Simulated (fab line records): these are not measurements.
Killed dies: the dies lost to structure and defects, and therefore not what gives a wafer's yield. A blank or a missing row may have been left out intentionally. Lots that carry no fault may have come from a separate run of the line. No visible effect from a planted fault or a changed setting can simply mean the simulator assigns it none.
A struck lot beside a sound one    flow n5 finfet    42 steps out of a route of 1938
Sound: these wafers, L446.1, L446.3, L446.5. Struck: wafers L462.2, L462.3, L462.5. Last of all comes the cause.
Per side, at each step with rows, come the tool, then ch with its chambers, and then its first start. Under that, the readings that differ: sound wafers    struck wafers    difference of the means    sigmas: that difference in standard deviations of wafers without a fault.
alike: same words and numbers on both sides, and readings whose means sit less than 2 such deviations apart. not compared: any withheld reading, any reading some wafer has no value for, any bound like >300 that may hide the same value, and any number with overlapping values for which the record gives no deviation.
Wherever a step has rows on one side only, a row that says differs or no value, or a row with sigmas, the two part there. Non-overlapping numbers with no deviation appear without sigmas and do not part them. A reading that every wafer of one side lacks parts them only if that side has two wafers or more.

first, 2 steps without rows for these wafers: N5_BEOL_M1_ETCH_41 (etches SiCN in CH3F/O2, target depth 31.9 nm, time 57.8 s); N5_BEOL_M1_STRIP_97 (strips in N2/H2, time 10 s).
N5_BEOL_M1_OCD_MEAS_38:
  sound on ocd-02 at day 6 21:25; struck on ocd-02 at day 10 20:32
  alike: trench depth nm
then, 4 steps without rows for these wafers: N5_BEOL_M1_HM_STRIP_39 (strips TiN in peroxide tin strip, target depth 25 nm, time 158 s); N5_BEOL_M1_SRD_40 (time 30 s); N5_BEOL_M1_PRECLEAN_42 (cleans in residue remover, time 60 s); N5_BEOL_M1_SRD_43 (time 30 s).
N5_BEOL_M1_CD_MEAS_35: target cd 18 nm, target cd y 21 nm.
  sound on cd sem-01 at day 6 21:34; struck on cd sem-03 at day 10 20:42
  alike: cd nm
N5_BEOL_M1_DEGAS_44: time 60 s.
  sound on pvd sputter-02 at day 6 21:37; struck on pvd sputter-01 at day 10 20:59
  alike: heater power w, susceptor temp C
then, 3 steps without rows for these wafers: N5_BEOL_M1_PRE_CLEAN_45 (time 30 s); N5_BEOL_M1_ALD_84 (deposits TaN, pulse time 2 s, purge time 3 s, co reactant purge time 2 s); N5_BEOL_M1_SURFACE_TREAT_85.
N5_BEOL_M1_CVD_47: deposits Co from CCTBA/H2, target thk 3 nm, time 223.8 s.
  sound on cvd co-01 ch 0,1, day 6 22:05; struck on cvd co-01 ch 0,2, day 10 21:29
N5_BEOL_M1_SPUTTER_48: material Cu, target thk 4.5 nm, time 8.29 s.
  sound on pvd sputter-03 at day 6 22:32; struck on pvd sputter-03 at day 10 21:40
  alike: susceptor temp C, throttle valve pct
N5_BEOL_M1_ANNEAL_49: time 240 s.
  sound on pvd sputter-03 at day 6 22:37; struck on pvd sputter-03 at day 10 21:45
  alike: heater power w, susceptor temp C, susceptor_temp_C_max
N5_BEOL_M1_SPUTTER_79: material Cu, target thk 4.5 nm, time 8.29 s.
  sound on pvd sputter-03 at day 6 22:45; struck on pvd sputter-03 at day 10 21:53
  alike: susceptor temp C, throttle valve pct
then, 15 steps without rows for these wafers: N5_BEOL_M1_ANNEAL_80 (time 240 s); N5_BEOL_M1_SPUTTER_81 (material Cu, target thk 4.5 nm, time 8.29 s); N5_BEOL_M1_ANNEAL_82 (time 240 s); N5_BEOL_M1_SPUTTER_86 (material Cu, target thk 4.5 nm, time 8.29 s); N5_BEOL_M1_ANNEAL_87 (time 240 s); N5_BEOL_M1_SPUTTER_88 (material Cu, target thk 4.5 nm, time 8.29 s); N5_BEOL_M1_ANNEAL_89 (time 240 s); N5_BEOL_M1_SPUTTER_90 (material Cu, target thk 4.5 nm, time 8.29 s); N5_BEOL_M1_ANNEAL_91 (time 240 s); N5_BEOL_M1_SPUTTER_92 (material Cu, target thk 4.5 nm, time 8.29 s); N5_BEOL_M1_ANNEAL_93 (time 240 s); N5_BEOL_M1_SPUTTER_94 (material Cu, target thk 4.5 nm, time 8.29 s); N5_BEOL_M1_ANNEAL_95 (time 240 s); N5_BEOL_M1_SPUTTER_96 (material Cu, target thk 4.5 nm, time 8.29 s); N5_BEOL_M1_ECD_50 (material Cu, target thk 300 nm).
N5_BEOL_M1_ANNEAL_51: time 90 s.
  sound on rtp anneal-02 ch 0, day 7 00:29; struck on rtp anneal-02 ch 0, day 10 23:40
  alike: wafer_temp_C_max
then, 1 step without rows for these wafers: N5_BEOL_M1_CMP_52 (polishes, stops on SiOC, t overpolish 6.8 s, target thk 40 nm).
N5_BEOL_M1_THK_MEAS_53: measures by xrf.
  sound on film metro-02 at day 7 01:05; struck on film metro-01 at day 11 00:13
  alike: M1_THK
then, 4 steps without rows for these wafers: N5_BEOL_M1_PRE_CLEAN_60 (time 15 s); N5_BEOL_M1_CO_CAP_55 (material Co, precursor CCTBA/H2, target thk 2 nm, time 102.1 s); N5_BEOL_M1_PRE_CLEAN_56 (time 15 s); N5_BEOL_M1_DEP_57 (deposits SiCN from 3MS/NH3, target thk 8 nm, time 14 s).
N5_BEOL_M1_RS_MEAS_58: uses a four-point probe to measure.
  sound on film metro-02 at day 7 01:20; struck on film metro-01 at day 11 00:29
  alike: M1_RS
then, 1 step without rows for these wafers: N5_BEOL_M2_ILD_DEP_00 (deposits SiOC from DEMS/O2, target thk 79 nm, time 15.3 s).
N5_BEOL_M2_THK_MEAS_01:
  sound on film metro-01 at day 7 01:28; struck on film metro-01 at day 11 00:37
reading          sound           struck          difference  sigmas
M2_ILD_THK (nm)  76.9 77.4 77.8  78.2 79.6 80.9  +2.2        +2
-- the record jumps here: 6 days lie between the struck wafers' starts before and after (it left off in module BEOL_M2 and takes up again in module PASSIVATION, whose first step shown is number 1936 of the route) --
N5_PASSIVATION_PROBE_49:
  sound on prober-01 at day 12 18:01; struck on prober-01 at day 16 13:29
reading                   sound           struck          difference  sigmas
defect limited yield (%)  90.1 90.2 89.8  83.8 81.8 82.4  -7.4        -6
killed_at_M0_to_M3        45 45 37        150 148 133     +101        +10
killed dies               117 116 120     191 215 208     +87         +6
sort_bin_5_function (%)   5.8 5.5 5.9     9.9 11.9 11.2   +5.3        +7
sort n pass               1063 1064 1060  989 965 972     -87         -6
sort yield pct (%)        90.1 90.2 89.8  83.8 81.8 82.4  -7.4        -6
  alike: killed_at_M4_up, killed at contacts, killed at front end, killed at other, killed open, killed short, sort_bin_6_memory

## WHERE THEY PART
Earliest at N5_BEOL_M2_THK_MEAS_01; latest, in this record, at N5_PASSIVATION_PROBE_49.

WHY: what the simulator had put in
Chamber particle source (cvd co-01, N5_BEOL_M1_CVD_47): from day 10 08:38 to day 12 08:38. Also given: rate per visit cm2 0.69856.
